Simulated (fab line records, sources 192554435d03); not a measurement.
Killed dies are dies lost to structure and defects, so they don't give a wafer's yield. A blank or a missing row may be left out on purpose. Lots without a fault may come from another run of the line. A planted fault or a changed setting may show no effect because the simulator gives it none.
Chamber matching | flow n5_finfet | N5_BEOL_M6_STRIP_19 on rie_diel-03: 4 sister chambers
The step strips in O2. 22 wafers are shown with their chamber, then 10 later ones without.

WAFERS WITH THEIR CHAMBER
wafer  | chamber | showerhead_plenum_p_Torr (Torr) | drypump_motor_current_A (A) | throttle_valve_pct (%)
L077.1 | 3       | 2.19                            | 6.1                         | 16.88
L077.3 | 1       | 2.14                            | 5.9                         | 16.79
L077.4 | 0       | 2.07                            | 5.5                         | 16.72
L078.1 | 3       | 2.19                            | 6.1                         | 16.89
L078.2 | 1       | 2.13                            | 5.9                         | 16.80
L078.5 | 1       | 2.13                            | 5.9                         | 16.81
L080.2 | 2       | 1.92                            | 6.2                         | 16.98
L080.4 | 0       | 2.07                            | 5.5                         | 16.73
L083.1 | 2       | 1.92                            | 6.1                         | 16.97
L083.3 | 0       | 2.07                            | 5.5                         | 16.73
L083.4 | 3       | 2.18                            | 6.2                         | 16.90
L084.1 | 3       | 2.18                            | 6.2                         | 16.91
L084.3 | 0       | 2.07                            | 5.6                         | 16.74
L084.6 | 0       | 2.07                            | 5.6                         | 16.74
L085.3 | 1       | 2.13                            | 5.9                         | 16.83
L085.4 | 2       | 1.91                            | 6.1                         | 16.98
L085.5 | 1       | 2.13                            | 5.9                         | 16.83
L087.1 | 0       | 2.06                            | 5.6                         | 16.26
L087.2 | 2       | 1.91                            | 6.2                         | 17.01
L087.5 | 1       | 2.12                            | 5.9                         | 16.86
L090.1 | 1       | 2.12                            | 5.9                         | 16.86
L090.2 | 0       | 2.06                            | 5.6                         | 16.24

SIGNATURES (means of the wafers above)
reading                  | chamber 0 | chamber 1 | chamber 2 | chamber 3 | scatter within a chamber
showerhead_plenum_p_Torr | 2.0671    | 2.1286    | 1.9150    | 2.1850    | 0.00591
drypump_motor_current_A  | 5.557     | 5.900     | 6.150     | 6.150     | 0.0454
throttle_valve_pct       | 16.5943   | 16.8257   | 16.9850   | 16.8950   | 0.137
Rule: a wafer's distance from a chamber is the root of the sum, over the readings, of the square of ((its reading less the chamber's mean) divided by the reading's scatter). The wafer belongs to the nearest chamber; if the next one is less than 2 further off, it can't be placed. The scatter: the root of (the sum of the squares of (reading less its chamber's mean) over the shown wafers, divided by (wafers less chambers)).

WAFERS WITHOUT THEIR CHAMBER
wafer  | showerhead_plenum_p_Torr (Torr) | drypump_motor_current_A (A) | throttle_valve_pct (%)
L090.5 | 2.12                            | 5.9                         | 16.89
L092.1 | 1.91                            | 6.1                         | 17.02
L092.3 | 2.12                            | 5.9                         | 16.88
L092.4 | 2.18                            | 6.2                         | 16.94
L094.1 | 1.91                            | 6.2                         | 17.03
L094.2 | 2.12                            | 5.9                         | 16.87
L094.6 | 2.06                            | 5.6                         | 16.28
L097.1 | 2.12                            | 5.9                         | 16.90
L097.4 | 2.17                            | 6.1                         | 16.95
L097.6 | 2.17                            | 6.1                         | 16.95

WHICH CHAMBER EACH WENT THROUGH
wafer  | from the rows above | in truth
L090.5 | 1                   | 1
L092.1 | 2                   | 2
L092.3 | 1                   | 1
L092.4 | 3                   | 3
L094.1 | 2                   | 2
L094.2 | 1                   | 1
L094.6 | 0                   | 0
L097.1 | 1                   | 1
L097.4 | 3                   | 3
L097.6 | 3                   | 3
Placed correctly: 10 of 10. Can't be placed from these rows: 0. Placed wrongly: 0.
